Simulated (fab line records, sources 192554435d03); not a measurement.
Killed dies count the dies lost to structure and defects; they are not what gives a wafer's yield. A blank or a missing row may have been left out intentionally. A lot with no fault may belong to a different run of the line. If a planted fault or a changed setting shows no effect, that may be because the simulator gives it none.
Split-lot study || flow n5 finfet || 21 wafers read from 7 lots, route of 1938 steps

ON THE SPLIT
At N5_BEOL_M11_VIA_ETCH_34 (etches SiCOH lowk in C4F6/O2, target depth 184.5 nm, time 69.2 s), the setting time s was moved away from the recipe's 69.2 s on 8 of the 21 wafers read, by -16.8% to +21.8%. The other wafers ran this setting at the recipe's value.

The split's own step is where the reading is taken.

THE READING
SOC_of_BEOL_M11_COAT_63.thk nm (the simulator's own value, which no gauge read), in nm, at N5_BEOL_M11_VIA_ETCH_34 (etches SiCOH lowk in C4F6/O2, target depth 184.5 nm, time 69.2 s). The file gives no usual value for it. Across the 13 wafers here that went through the recipe, the average is 92.0 nm and the standard deviation 0.35 nm.

{"wafer": "L076.1", "tool, chamber at the split": "rie diel-01, 2", "time s as run, s": 69.2, "against the recipe": "recipe", "SOC_of_BEOL_M11_COAT_63.thk nm, nm": 92.6, "against lot-mates on the recipe": "-"}
{"wafer": "L076.3", "tool, chamber at the split": "rie diel-01, 0", "time s as run, s": 69.2, "against the recipe": "recipe", "SOC_of_BEOL_M11_COAT_63.thk nm, nm": 92.4, "against lot-mates on the recipe": "-"}
{"wafer": "L076.6", "tool, chamber at the split": "rie diel-01, 1", "time s as run, s": 69.2, "against the recipe": "recipe", "SOC_of_BEOL_M11_COAT_63.thk nm, nm": 92, "against lot-mates on the recipe": "-"}
{"wafer": "L075.1", "tool, chamber at the split": "rie diel-04, 0", "time s as run, s": 69.2, "against the recipe": "recipe", "SOC_of_BEOL_M11_COAT_63.thk nm, nm": 91.6, "against lot-mates on the recipe": "-"}
{"wafer": "L075.5", "tool, chamber at the split": "rie diel-04, 2", "time s as run, s": 63.28, "against the recipe": "-8.6%", "SOC_of_BEOL_M11_COAT_63.thk nm, nm": 92.8, "against lot-mates on the recipe": "+1.0"}
{"wafer": "L075.6", "tool, chamber at the split": "rie diel-04, 3", "time s as run, s": 69.2, "against the recipe": "recipe", "SOC_of_BEOL_M11_COAT_63.thk nm, nm": 92, "against lot-mates on the recipe": "-"}
{"wafer": "L078.4", "tool, chamber at the split": "rie diel-01, 1", "time s as run, s": 57.54, "against the recipe": "-16.8%", "SOC_of_BEOL_M11_COAT_63.thk nm, nm": 93.4, "against lot-mates on the recipe": "+1.2"}
{"wafer": "L078.5", "tool, chamber at the split": "rie diel-01, 2", "time s as run, s": 69.2, "against the recipe": "recipe", "SOC_of_BEOL_M11_COAT_63.thk nm, nm": 92.2, "against lot-mates on the recipe": "-"}
{"wafer": "L078.6", "tool, chamber at the split": "rie diel-01, 3", "time s as run, s": 57.54, "against the recipe": "-16.8%", "SOC_of_BEOL_M11_COAT_63.thk nm, nm": 93.2, "against lot-mates on the recipe": "+1.0"}
{"wafer": "L081.2", "tool, chamber at the split": "rie diel-04, 3", "time s as run, s": 69.2, "against the recipe": "recipe", "SOC_of_BEOL_M11_COAT_63.thk nm, nm": 92, "against lot-mates on the recipe": "-"}
{"wafer": "L081.4", "tool, chamber at the split": "rie diel-04, 0", "time s as run, s": 69.2, "against the recipe": "recipe", "SOC_of_BEOL_M11_COAT_63.thk nm, nm": 91.2, "against lot-mates on the recipe": "-"}
{"wafer": "L081.5", "tool, chamber at the split": "rie diel-04, 2", "time s as run, s": 69.2, "against the recipe": "recipe", "SOC_of_BEOL_M11_COAT_63.thk nm, nm": 91.6, "against lot-mates on the recipe": "-"}
{"wafer": "L085.1", "tool, chamber at the split": "rie diel-04, 1", "time s as run, s": 69.2, "against the recipe": "recipe", "SOC_of_BEOL_M11_COAT_63.thk nm, nm": 92, "against lot-mates on the recipe": "-"}
{"wafer": "L085.3", "tool, chamber at the split": "rie diel-04, 3", "time s as run, s": 84.28, "against the recipe": "+21.8%", "SOC_of_BEOL_M11_COAT_63.thk nm, nm": 90.2, "against lot-mates on the recipe": -1.7}
{"wafer": "L085.5", "tool, chamber at the split": "rie diel-04, 3", "time s as run, s": 69.2, "against the recipe": "recipe", "SOC_of_BEOL_M11_COAT_63.thk nm, nm": 91.8, "against lot-mates on the recipe": "-"}
{"wafer": "L090.1", "tool, chamber at the split": "rie diel-04, 3", "time s as run, s": 69.2, "against the recipe": "recipe", "SOC_of_BEOL_M11_COAT_63.thk nm, nm": 92.2, "against lot-mates on the recipe": "-"}
{"wafer": "L090.4", "tool, chamber at the split": "rie diel-04, 0", "time s as run, s": 75.28, "against the recipe": "+8.8%", "SOC_of_BEOL_M11_COAT_63.thk nm, nm": 91.6, "against lot-mates on the recipe": -0.6}
{"wafer": "L090.5", "tool, chamber at the split": "rie diel-04, 3", "time s as run, s": 75.28, "against the recipe": "+8.8%", "SOC_of_BEOL_M11_COAT_63.thk nm, nm": 91.4, "against lot-mates on the recipe": -0.8}
{"wafer": "L095.1", "tool, chamber at the split": "rie diel-01, 1", "time s as run, s": 59.41, "against the recipe": "-14.1%", "SOC_of_BEOL_M11_COAT_63.thk nm, nm": 92.6, "against lot-mates on the recipe": "+0.4"}
{"wafer": "L095.2", "tool, chamber at the split": "rie diel-01, 2", "time s as run, s": 59.41, "against the recipe": "-14.1%", "SOC_of_BEOL_M11_COAT_63.thk nm, nm": 93.2, "against lot-mates on the recipe": "+1.0"}
{"wafer": "L095.3", "tool, chamber at the split": "rie diel-01, 0", "time s as run, s": 69.2, "against the recipe": "recipe", "SOC_of_BEOL_M11_COAT_63.thk nm, nm": 92.2, "against lot-mates on the recipe": "-"}

THE FIT
A straight line over all 21 wafers: SOC_of_BEOL_M11_COAT_63.thk nm changes by -0.0744 nm for each +1% of time s; r = -0.90; the points scatter about the line by 0.33 nm.
The same after taking each lot's own level away (the mean of its wafers on the recipe; 21 wafers): -0.0693 nm for each +1%; r = -0.93; scatter 0.25 nm.
That fit puts the effect of the largest move of time s on the reading at 1.5 nm.
Across the lots, their own levels run from 91.60 to 92.33 nm, a range of 2.1 times the standard deviation given above.
Consequently the slope shifts little with the lot-to-lot level, the two slopes agreeing.
Check: with one of the wafers moved furthest among these (+21.8%) left out of the fit, the line predicts -1.44 nm for it against its lot-mates. Against them it came out at -1.7 nm.

THESE WAFERS: OTHER SPLITS
These wafers also went through other splits before the reading. Each is held against what the fit with the lots' levels taken away leaves over:
{"other split on the same wafers": "N5_BEOL_M9_ILD_DEP_00 time s", "wafers away from the commonest value": 5, "r with SOC_of_BEOL_M11_COAT_63.thk nm (lot level and that fit taken away)": "+0.21"}
{"other split on the same wafers": "N5_BEOL_M9_COAT_60 spin rpm", "wafers away from the commonest value": 5, "r with SOC_of_BEOL_M11_COAT_63.thk nm (lot level and that fit taken away)": "+0.23"}
{"other split on the same wafers": "N5_BEOL_M9_ETCH_65 bias w", "wafers away from the commonest value": 8, "r with SOC_of_BEOL_M11_COAT_63.thk nm (lot level and that fit taken away)": -0.33}
{"other split on the same wafers": "N5_BEOL_M9_TRENCH_ETCH_37 bias w", "wafers away from the commonest value": 6, "r with SOC_of_BEOL_M11_COAT_63.thk nm (lot level and that fit taken away)": "+0.30"}
{"other split on the same wafers": "N5_BEOL_M10_ETCH_62 time s", "wafers away from the commonest value": 3, "r with SOC_of_BEOL_M11_COAT_63.thk nm (lot level and that fit taken away)": -0.03}
{"other split on the same wafers": "N5_BEOL_M10_COAT_64 spin rpm", "wafers away from the commonest value": 8, "r with SOC_of_BEOL_M11_COAT_63.thk nm (lot level and that fit taken away)": "+0.25"}

THE WHOLE CHAIN: every reading that the file lists as answering this split, in the file's order
{"step": "N5_BEOL_M11_VIA_ETCH_34", "what it does": "etches SiCOH lowk in C4F6/O2, target depth 184.5 nm, time 69.2 s", "reading": "etch.depth nm (the simulator's own value, which no gauge read)", "change (the file's fit)": "+1.92 nm for each +1% of the setting", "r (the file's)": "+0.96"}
{"step": "N5_BEOL_M11_VIA_ETCH_34", "what it does": "etches SiCOH lowk in C4F6/O2, target depth 184.5 nm, time 69.2 s", "reading": "SOC_of_BEOL_M11_COAT_63.thk nm (the simulator's own value, which no gauge read)", "change (the file's fit)": "-0.0723 nm for each +1% of the setting", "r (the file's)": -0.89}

FILE'S OWN FIT
SOC_of_BEOL_M11_COAT_63.thk nm changes by -0.0723 nm for each +1% of time s, r = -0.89.
